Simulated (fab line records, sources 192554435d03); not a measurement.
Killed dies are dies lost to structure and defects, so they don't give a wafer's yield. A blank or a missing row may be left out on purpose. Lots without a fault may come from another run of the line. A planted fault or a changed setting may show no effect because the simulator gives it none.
Split-lot experiment | flow n5_finfet | 7 lots, 21 wafers read, on a route of 1938 steps

THE SPLIT
At N5_BEOL_M13_TRENCH_ETCH_34 (etches SiOC in C4F8/O2/Ar, target depth 413.47 nm, time 162.6 s), the setting time_s was moved away from the recipe's 162.6 s on 8 of the 21 wafers read, by -7.4% to +22.2%. The other wafers ran this setting at the recipe's value.

FROM THE SPLIT TO THE READING: what the file shows between them, 10 steps
- N5_BEOL_M13_STRIP_70: strips in C4F8/O2/Ar
- N5_BEOL_M13_OCD_MEAS_35
- N5_BEOL_M13_STRIP_37: strips in N2/H2
- N5_BEOL_M13_ETCH_38: etches SiCN in CF4/N2, target depth 67.5 nm, time 71.9 s
- N5_BEOL_M13_ECD_47: material Cu, target thk 936 nm
- N5_BEOL_M13_ANNEAL_48: time 90 s
- N5_BEOL_M13_CMP_49: polishes, stops on SiOC, t overpolish 17.1 s, target thk 420 nm
- N5_BEOL_M13_THK_MEAS_50: measures by xrf
- N5_BEOL_M13_PRE_CLEAN_52: time 15 s
- N5_BEOL_M13_DEP_53: deposits SiCN from 3MS/NH3, target thk 50 nm, time 17.8 s

THE READING
M13_RS, in ohm/sq, at N5_BEOL_M13_RS_MEAS_54 (measures by four-point-probe). Fault-free wafers of this fab line usually give 0.0450 ohm/sq, standard deviation 0.00068 ohm/sq.

wafer  | tool, chamber at the split | time_s as run, s | against the recipe | M13_RS, ohm/sq | against lot-mates on the recipe
L075.1 | rie_diel-02, 2             | 198.7            | +22.2%             | 0.0357         | -0.0083
L075.3 | rie_diel-02, 3             | 162.6            | recipe             | 0.0440         | -
L075.6 | rie_diel-02, 2             | 162.6            | recipe             | 0.0439         | -
L077.1 | rie_diel-05, 2             | 162.6            | recipe             | 0.0457         | -
L077.2 | rie_diel-05, 1             | 162.6            | recipe             | 0.0448         | -
L077.5 | rie_diel-05, 1             | 162.6            | recipe             | 0.0448         | -
L080.4 | rie_diel-05, 3             | 162.6            | recipe             | 0.0458         | -
L080.5 | rie_diel-05, 0             | 162.6            | recipe             | 0.0454         | -
L080.6 | rie_diel-05, 1             | 162.6            | recipe             | 0.0448         | -
L082.1 | rie_diel-06, 3             | 162.6            | recipe             | 0.0452         | -
L082.2 | rie_diel-06, 0             | 184.4            | +13.4%             | 0.0396         | -0.0056
L082.4 | rie_diel-06, 0             | 184.4            | +13.4%             | 0.0396         | -0.0056
L083.1 | rie_diel-06, 3             | 198.4            | +22.0%             | 0.0371         | -0.0083
L083.4 | rie_diel-06, 0             | 162.6            | recipe             | 0.0454         | -
L083.6 | rie_diel-06, 2             | 198.4            | +22.0%             | 0.0360         | -0.0094
L093.1 | rie_diel-05, 0             | 181.4            | +11.6%             | 0.0394         | -0.0046
L093.3 | rie_diel-05, 1             | 181.4            | +11.6%             | 0.0400         | -0.0040
L093.6 | rie_diel-05, 0             | 162.6            | recipe             | 0.0440         | -
L097.2 | rie_diel-05, 1             | 162.6            | recipe             | 0.0455         | -
L097.3 | rie_diel-05, 3             | 162.6            | recipe             | 0.0463         | -
L097.4 | rie_diel-05, 0             | 150.6            | -7.4%              | 0.0479         | +0.0020

THE FIT
A straight line over all 21 wafers: M13_RS changes by -0.000404 ohm/sq for each +1% of time_s; r = -0.98; the points scatter about the line by 0.00068 ohm/sq.
The same after taking each lot's own level away (the mean of its wafers on the recipe; 21 wafers): -0.000386 ohm/sq for each +1%; r = -0.99; scatter 0.00043 ohm/sq.
On that fit, the largest move of time_s shifts the reading by 0.0086 ohm/sq.
The lots' own levels span 0.04395 to 0.04590 ohm/sq, that is 2.9 times the standard deviation above.
So the lot-to-lot level changes the slope little: the two slopes agree.
Check: with one of the wafers moved furthest among these (+22.2%) left out of the fit, the line predicts -0.00878 ohm/sq for it against its lot-mates. It came out at -0.00825 ohm/sq against them.

THE WHOLE CHAIN: every reading that the file lists as answering this split, in the file's order
step                       | what it does                                                    | reading                                                                       | change (the file's fit)               | r (the file's)
N5_BEOL_M13_TRENCH_ETCH_34 | etches SiOC in C4F8/O2/Ar, target depth 413.47 nm, time 162.6 s | etch.depth_nm (the simulator's own value, which no gauge read)                | +4.23 nm for each +1% of the setting  | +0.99
N5_BEOL_M13_OCD_MEAS_35    |                                                                 | trench_depth_nm                                                               | +4.23 nm for each +1% of the setting  | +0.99
N5_BEOL_M13_CMP_49         | polishes, stops on SiOC, t overpolish 17.1 s, target thk 420 nm | Cu_of_BEOL_M13_ECD_47.thk_nm (the simulator's own value, which no gauge read) | +4.23 nm for each +1% of the setting  | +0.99
N5_BEOL_M13_THK_MEAS_50    | measures by xrf                                                 | M13_THK                                                                       | +4.45 for each +1% of the setting     | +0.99
N5_BEOL_M13_RS_MEAS_54     | measures by four-point-probe                                    | M13_RS                                                                        | -0.000385 for each +1% of the setting | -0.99

THE FILE'S OWN FIT
M13_RS changes by -0.000385 ohm/sq for each +1% of time_s, r = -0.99.
